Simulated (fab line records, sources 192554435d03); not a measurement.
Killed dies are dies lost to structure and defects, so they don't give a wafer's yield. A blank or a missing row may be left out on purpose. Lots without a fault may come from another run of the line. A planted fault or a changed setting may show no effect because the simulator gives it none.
Which tool did it? | flow n5_finfet | 24 lots, 72 wafers sampled, at 5 steps of a route of 1938

WHAT THE GAUGES READ, wafer by wafer
N5_ILD0_THK_MEAS_08.
lot  | measured    | on            | thk_nm (nm)
L074 | day 3 12:20 | film_metro-02 | 139.9 138.2 138.7
L075 | day 4 01:10 | film_metro-01 | 137.8 136.9 137.2
L076 | day 4 05:23 | film_metro-01 | 138.1 139.5 139.7
L077 | day 4 08:54 | film_metro-02 | 138.1 139.4 138.7
L078 | day 4 15:31 | film_metro-01 | 137.7 136.8 137.8
L079 | day 4 20:11 | film_metro-01 | 137.2 137.8 138.2
L080 | day 5 02:04 | film_metro-01 | 139.3 138.9 139.0
L081 | day 5 16:22 | film_metro-01 | 137.8 140.4 139.6
L082 | day 5 17:08 | film_metro-01 | 138.8 139.9 138.9
L083 | day 5 22:32 | film_metro-01 | 137.7 136.9 138.6
L084 | day 6 03:48 | film_metro-01 | 139.5 141.2 139.5
L085 | day 6 09:57 | film_metro-02 | 138.1 139.6 139.8
L086 | day 6 14:34 | film_metro-01 | 138.6 138.0 138.2
L087 | day 6 19:46 | film_metro-01 | 138.4 138.0 138.9
L088 | day 7 01:31 | film_metro-02 | 136.3 138.5 139.4
L089 | day 7 07:52 | film_metro-02 | 140.8 136.7 139.2
L090 | day 7 13:02 | film_metro-02 | 139.3 138.5 139.4
L091 | day 7 18:09 | film_metro-01 | 139.0 138.4 139.4
L092 | day 8 00:03 | film_metro-02 | 138.8 139.2 138.5
L093 | day 8 06:42 | film_metro-01 | 140.0 139.5 138.1
L094 | day 8 16:29 | film_metro-01 | 138.3 138.7 138.8
L095 | day 8 19:56 | film_metro-01 | 138.9 138.7 138.5
L096 | day 9 03:41 | film_metro-01 | 139.2 136.4 138.9
L097 | day 9 06:54 | film_metro-01 | 138.6 138.5 138.3

WHICH TOOL RAN EACH LOT (tool, then ch and the chambers of the sampled wafers, then the start)
lot  | N5_SD_EPI_P_ETCH_37               | N5_SD_EPI_P_ETCH_47               | N5_SD_ACTIVATION_RTA_00         | N5_ILD0_CMP_07
L074 | rie_diel-06 ch 1,2,3, day 3 04:54 | rie_diel-06 ch 1,2,3, day 3 05:20 | rtp_anneal-02 ch 0, day 3 08:34 | cmp-02 ch 0,1,2, day 3 12:02
L075 | rie_diel-02 ch 1,2, day 3 17:32   | rie_diel-02 ch 1,2, day 3 17:58   | rtp_anneal-02 ch 0, day 3 21:25 | cmp-04 ch 0,1,3, day 4 00:57
L076 | rie_diel-06 ch 2,3, day 3 21:07   | rie_diel-06 ch 2,3, day 3 21:33   | rtp_anneal-01 ch 0, day 4 01:41 | cmp-02 ch 1,2,3, day 4 05:07
L077 | rie_diel-02 ch 0,1,2, day 4 01:30 | rie_diel-02 ch 0,1,2, day 4 01:55 | rtp_anneal-01 ch 0, day 4 05:11 | cmp-04 ch 1,3, day 4 08:36
L078 | rie_diel-05 ch 0,1,3, day 4 08:04 | rie_diel-05 ch 0,1,3, day 4 08:29 | rtp_anneal-02 ch 0, day 4 11:47 | cmp-04 ch 1,2, day 4 15:13
L079 | rie_diel-06 ch 0,1,3, day 4 12:17 | rie_diel-06 ch 0,1,3, day 4 12:42 | rtp_anneal-02 ch 0, day 4 15:56 | cmp-02 ch 1,2,3, day 4 19:54
L080 | rie_diel-02 ch 0,2, day 4 17:14   | rie_diel-02 ch 0,2, day 4 17:39   | rtp_anneal-02 ch 0, day 4 20:57 | cmp-04 ch 0,1, day 5 01:49
L081 | rie_diel-06 ch 1,2, day 5 00:52   | rie_diel-06 ch 1,2, day 5 01:18   | rtp_anneal-01 ch 0, day 5 04:38 | cmp-03 ch 0,1,2, day 5 16:08
L082 | rie_diel-02 ch 0,2,3, day 5 08:51 | rie_diel-02 ch 0,2,3, day 5 09:16 | rtp_anneal-01 ch 0, day 5 12:32 | cmp-02 ch 1,2,3, day 5 16:51
L083 | rie_diel-05 ch 0,1,3, day 5 14:58 | rie_diel-05 ch 0,1,3, day 5 15:23 | rtp_anneal-02 ch 0, day 5 18:37 | cmp-04 ch 0,1,3, day 5 22:16
L084 | rie_diel-05 ch 0,1,3, day 5 19:21 | rie_diel-05 ch 0,1,3, day 5 19:46 | rtp_anneal-02 ch 0, day 5 23:06 | cmp-04 ch 0,2,3, day 6 03:37
L085 | rie_diel-02 ch 0,2, day 6 02:32   | rie_diel-02 ch 0,2, day 6 02:58   | rtp_anneal-02 ch 0, day 6 06:12 | cmp-02 ch 0,3, day 6 09:39
L086 | rie_diel-05 ch 1,3, day 6 06:33   | rie_diel-05 ch 1,3, day 6 06:59   | rtp_anneal-02 ch 0, day 6 10:18 | cmp-02 ch 0,1,3, day 6 14:19
L087 | rie_diel-02 ch 1,2,3, day 6 11:49 | rie_diel-02 ch 1,2,3, day 6 12:14 | rtp_anneal-02 ch 0, day 6 15:39 | cmp-04 ch 1,2,3, day 6 19:31
L088 | rie_diel-05 ch 1,3, day 6 18:00   | rie_diel-05 ch 1,3, day 6 18:25   | rtp_anneal-01 ch 0, day 6 21:41 | cmp-03 ch 0,2, day 7 01:16
L089 | rie_diel-05 ch 1,2, day 7 00:06   | rie_diel-05 ch 1,2, day 7 00:32   | rtp_anneal-02 ch 0, day 7 03:56 | cmp-03 ch 1,2, day 7 07:34
L090 | rie_diel-06 ch 0,2,3, day 7 05:22 | rie_diel-06 ch 0,2,3, day 7 05:47 | rtp_anneal-01 ch 0, day 7 09:08 | cmp-04 ch 0,1,3, day 7 12:44
L091 | rie_diel-06 ch 0,3, day 7 10:41   | rie_diel-06 ch 0,3, day 7 11:07   | rtp_anneal-02 ch 0, day 7 14:23 | cmp-02 ch 1,2, day 7 17:52
L092 | rie_diel-02 ch 1,2,3, day 7 16:38 | rie_diel-02 ch 1,2,3, day 7 17:04 | rtp_anneal-01 ch 0, day 7 20:18 | cmp-03 ch 1,2,3, day 7 23:46
L093 | rie_diel-06 ch 0,1,3, day 7 23:11 | rie_diel-06 ch 0,1,3, day 7 23:36 | rtp_anneal-01 ch 0, day 8 02:56 | cmp-03 ch 0,2,3, day 8 06:27
L094 | rie_diel-02 ch 0,2,3, day 8 08:06 | rie_diel-02 ch 0,2,3, day 8 08:31 | rtp_anneal-02 ch 0, day 8 12:38 | cmp-02 ch 0,2,3, day 8 16:11
L095 | rie_diel-06 ch 0,2,3, day 8 11:11 | rie_diel-06 ch 0,2,3, day 8 11:37 | rtp_anneal-01 ch 0, day 8 16:08 | cmp-02 ch 1,2,3, day 8 19:39
L096 | rie_diel-02 ch 0,1,2, day 8 19:12 | rie_diel-02 ch 0,1,2, day 8 19:37 | rtp_anneal-01 ch 0, day 8 23:44 | cmp-03 ch 1,2,3, day 9 03:23
L097 | rie_diel-06 ch 0,3, day 8 23:29   | rie_diel-06 ch 0,3, day 8 23:55   | rtp_anneal-01 ch 0, day 9 03:10 | cmp-03 ch 1,3, day 9 06:38
- N5_SD_EPI_P_ETCH_37: etches SOC in N2/H2, overetch 108 nm, time 486 s.
- N5_SD_EPI_P_ETCH_47: etches SiOCN in CH3F/O2, target depth 25 nm.
- N5_SD_ACTIVATION_RTA_00: time 0 s.
- N5_ILD0_CMP_07: polishes SiO2 flowable, stops on poly-Si, t overpolish 1.18 s, target thk 138.88 nm.

WHAT THE TOOLS THEMSELVES READ (means of the sampled wafers that have a number; where no wafer has one, the mark that the record gives instead)
N5_SD_EPI_P_ETCH_37.
lot  | tool        | drypump_motor_current_A (A) | oes_product_au (a.u.) | rf_vpp_V (V) | showerhead_plenum_p_Torr (Torr) | throttle_valve_pct (%)
L074 | rie_diel-06 | 6.0                         | 0.69                  | 240.3        | 2.51                            | 23.77
L075 | rie_diel-02 | 5.8                         | 0.65                  | 241.1        | 2.57                            | 23.73
L076 | rie_diel-06 | 6.3                         | 0.66                  | 240.5        | 2.50                            | 23.89
L077 | rie_diel-02 | 6.0                         | 0.66                  | 241.2        | 2.58                            | 23.86
L078 | rie_diel-05 | 5.6                         | 0.66                  | 239.7        | 2.53                            | 23.93
L079 | rie_diel-06 | 6.0                         | 0.74                  | 241.7        | 2.56                            | 23.75
L080 | rie_diel-02 | 6.3                         | 0.67                  | 241.3        | 2.55                            | 23.97
L081 | rie_diel-06 | 6.5                         | 0.67                  | 239.2        | 2.43                            | 23.78
L082 | rie_diel-02 | 6.3                         | 0.68                  | 240.4        | 2.51                            | 24.02
L083 | rie_diel-05 | 5.6                         | 0.65                  | 239.9        | 2.52                            | 23.93
L084 | rie_diel-05 | 5.6                         | 0.65                  | 240.9        | 2.52                            | 23.94
L085 | rie_diel-02 | 6.1                         | 0.64                  | 240.3        | 2.53                            | 23.84
L086 | rie_diel-05 | 5.5                         | 0.66                  | 239.7        | 2.46                            | 24.07
L087 | rie_diel-02 | 6.1                         | 0.67                  | 240.7        | 2.54                            | 23.94
L088 | rie_diel-05 | 5.5                         | 0.66                  | 239.7        | 2.46                            | 24.08
L089 | rie_diel-05 | 6.4                         | 0.64                  | 239.5        | 2.50                            | 23.83
L090 | rie_diel-06 | 6.2                         | 0.70                  | 240.8        | 2.54                            | 23.88
L091 | rie_diel-06 | 6.2                         | 0.76                  | 242.2        | 2.60                            | 23.83
L092 | rie_diel-02 | 6.0                         | 0.66                  | 240.1        | 2.54                            | 23.96
L093 | rie_diel-06 | 6.0                         | 0.71                  | 240.3        | 2.56                            | 23.77
L094 | rie_diel-02 | 6.3                         | 0.67                  | 239.9        | 2.50                            | 24.05
L095 | rie_diel-06 | 6.3                         | 0.69                  | 240.9        | 2.54                            | 23.89
L096 | rie_diel-02 | 6.0                         | 0.64                  | 240.8        | 2.56                            | 23.91
L097 | rie_diel-06 | 5.9                         | 0.70                  | 241.5        | 2.61                            | 23.91

N5_SD_EPI_P_ETCH_47.
lot  | tool        | CH3F_flow_sccm (sccm) | drypump_motor_current_A (A) | oes_o_777_au (a.u.) | oes_product_au (a.u.) | rf_vpp_V (V) | showerhead_plenum_p_Torr (Torr) | throttle_valve_pct (%)
L074 | rie_diel-06 | 29.95                 | 6.0                         | 0.77                | 0.77                  | 130.5        | 1.98                            | 16.31
L075 | rie_diel-02 | 30.08                 | 5.8                         | 0.75                | 0.73                  | 127.1        | 2.02                            | 16.35
L076 | rie_diel-06 | 30.05                 | 6.3                         | 0.75                | 0.75                  | 129.4        | 1.98                            | 16.49
L077 | rie_diel-02 | 30.03                 | 6.0                         | 0.75                | 0.74                  | 129.0        | 2.03                            | 16.40
L078 | rie_diel-05 | 29.97                 | 5.6                         | 0.73                | 0.73                  | 128.3        | 1.99                            | 16.41
L079 | rie_diel-06 | 30.02                 | 5.9                         | 0.81                | 0.83                  | 129.6        | 2.03                            | 16.16
L080 | rie_diel-02 | 29.98                 | 6.3                         | 0.76                | 0.75                  | 129.0        | 2.00                            | 16.50
L081 | rie_diel-06 | 30.00                 | 6.4                         | 0.74                | 0.74                  | 129.5        | 1.91                            | 16.37
L082 | rie_diel-02 | 29.95                 | 6.3                         | 0.78                | 0.77                  | 127.1        | 1.97                            | 16.45
L083 | rie_diel-05 | 29.99                 | 5.6                         | 0.73                | 0.72                  | 127.6        | 1.99                            | 16.43
L084 | rie_diel-05 | 30.01                 | 5.7                         | 0.72                | 0.72                  | 127.7        | 1.99                            | 16.44
L085 | rie_diel-02 | 30.01                 | 6.0                         | 0.75                | 0.72                  | 127.9        | 1.99                            | 16.49
L086 | rie_diel-05 | 29.98                 | 5.5                         | 0.72                | 0.72                  | 127.0        | 1.95                            | 16.56
L087 | rie_diel-02 | 30.05                 | 6.0                         | 0.76                | 0.74                  | 125.8        | 1.99                            | 16.37
L088 | rie_diel-05 | 29.97                 | 5.5                         | 0.72                | 0.72                  | 127.7        | 1.95                            | 16.56
L089 | rie_diel-05 | 30.09                 | 6.4                         | 0.71                | 0.70                  | 125.2        | 1.96                            | 16.42
L090 | rie_diel-06 | 29.98                 | 6.2                         | 0.79                | 0.80                  | 128.7        | 2.01                            | 16.36
L091 | rie_diel-06 | 30.07                 | 6.2                         | 0.84                | 0.86                  | 128.9        | 2.06                            | 16.21
L092 | rie_diel-02 | 29.93                 | 6.0                         | 0.75                | 0.74                  | 126.1        | 1.99                            | 16.39
L093 | rie_diel-06 | 29.97                 | 5.9                         | 0.79                | 0.80                  | 129.6        | 2.02                            | 16.20
L094 | rie_diel-02 | 30.02                 | 6.3                         | 0.76                | 0.75                  | 127.2        | 1.97                            | 16.48
L095 | rie_diel-06 | 29.93                 | 6.3                         | 0.78                | 0.78                  | 129.9        | 2.01                            | 16.38
L096 | rie_diel-02 | 29.99                 | 6.0                         | 0.73                | 0.71                  | 127.5        | 2.02                            | 16.46
L097 | rie_diel-06 | 29.91                 | 5.8                         | 0.78                | 0.78                  | 130.5        | 2.07                            | 16.37

N5_SD_ACTIVATION_RTA_00.
lot  | tool          | lamp_power_pct (%) | lamp_zone_1_pct (%) | wafer_temp_C_max
L074 | rtp_anneal-02 | 9.00               | 8.965               | 972.9
L075 | rtp_anneal-02 | 8.95               | 8.926               | 973.4
L076 | rtp_anneal-01 | 8.99               | 8.976               | 975.4
L077 | rtp_anneal-01 | 8.96               | 8.931               | 975.9
L078 | rtp_anneal-02 | 8.97               | 8.909               | 975.6
L079 | rtp_anneal-02 | 8.98               | 8.946               | 976.6
L080 | rtp_anneal-02 | 8.97               | 8.932               | 973.8
L081 | rtp_anneal-01 | 8.97               | 8.968               | 976.4
L082 | rtp_anneal-01 | 8.94               | 8.939               | 974.9
L083 | rtp_anneal-02 | 8.93               | 8.975               | 973.4
L084 | rtp_anneal-02 | 8.93               | 8.971               | 973.5
L085 | rtp_anneal-02 | 8.95               | 8.927               | 975.5
L086 | rtp_anneal-02 | 8.93               | 8.955               | 975.5
L087 | rtp_anneal-02 | 8.98               | 8.964               | 974.8
L088 | rtp_anneal-01 | 8.95               | 8.985               | 974.6
L089 | rtp_anneal-02 | 8.99               | 8.938               | 975.7
L090 | rtp_anneal-01 | 8.93               | 8.936               | 976.3
L091 | rtp_anneal-02 | 9.00               | 8.936               | 974.4
L092 | rtp_anneal-01 | 8.92               | 8.962               | 975.8
L093 | rtp_anneal-01 | 8.96               | 8.952               | 975.7
L094 | rtp_anneal-02 | 9.03               | 8.975               | 974.5
L095 | rtp_anneal-01 | 9.01               | 8.946               | 974.8
L096 | rtp_anneal-01 | 8.97               | 8.954               | 973.6
L097 | rtp_anneal-01 | 8.96               | 8.939               | 974.6

N5_ILD0_CMP_07.
lot  | tool   | motor_current_A (A)
L074 | cmp-02 | 10.7
L075 | cmp-04 | 10.8
L076 | cmp-02 | 11.2
L077 | cmp-04 | 10.7
L078 | cmp-04 | 13.6
L079 | cmp-02 | 11.2
L080 | cmp-04 | 10.6
L081 | cmp-03 | 12.0
L082 | cmp-02 | 11.3
L083 | cmp-04 | 10.8
L084 | cmp-04 | 11.7
L085 | cmp-02 | 12.3
L086 | cmp-02 | 12.0
L087 | cmp-04 | 11.8
L088 | cmp-03 | 12.1
L089 | cmp-03 | 12.6
L090 | cmp-04 | 10.9
L091 | cmp-02 | 9.9
L092 | cmp-03 | 11.8
L093 | cmp-03 | 11.5
L094 | cmp-02 | 11.1
L095 | cmp-02 | 10.9
L096 | cmp-03 | 11.5
L097 | cmp-03 | 11.7

THE ANSWER, worked out from the rows above alone
Rule: what is usual is taken from the lots themselves. Put in order of their means at a reading, lots are off if they are a third of the lots or fewer, leave a main group of 4 or more, and stand apart from it by a gap of 3 or more times the standard deviation of the main group's means; of several such gaps the widest counts. A main group whose means are all the same, to the digits that the tables above print for the reading, isn't used. A lot without any number at a reading at which 4 lots or more have one is off too. The other lots that the step has rows for count as sound. The gauges are gone through in route order, then the tools' own readings, and for those a lot's mean is taken as printed above. The first step at which some lot is off is used, and at that step the reading that is off furthest; a lot without a number counts as furthest.
No lot is off at any reading shown: from this, nothing can be told.

WHAT THE SIMULATOR HAD PUT IN
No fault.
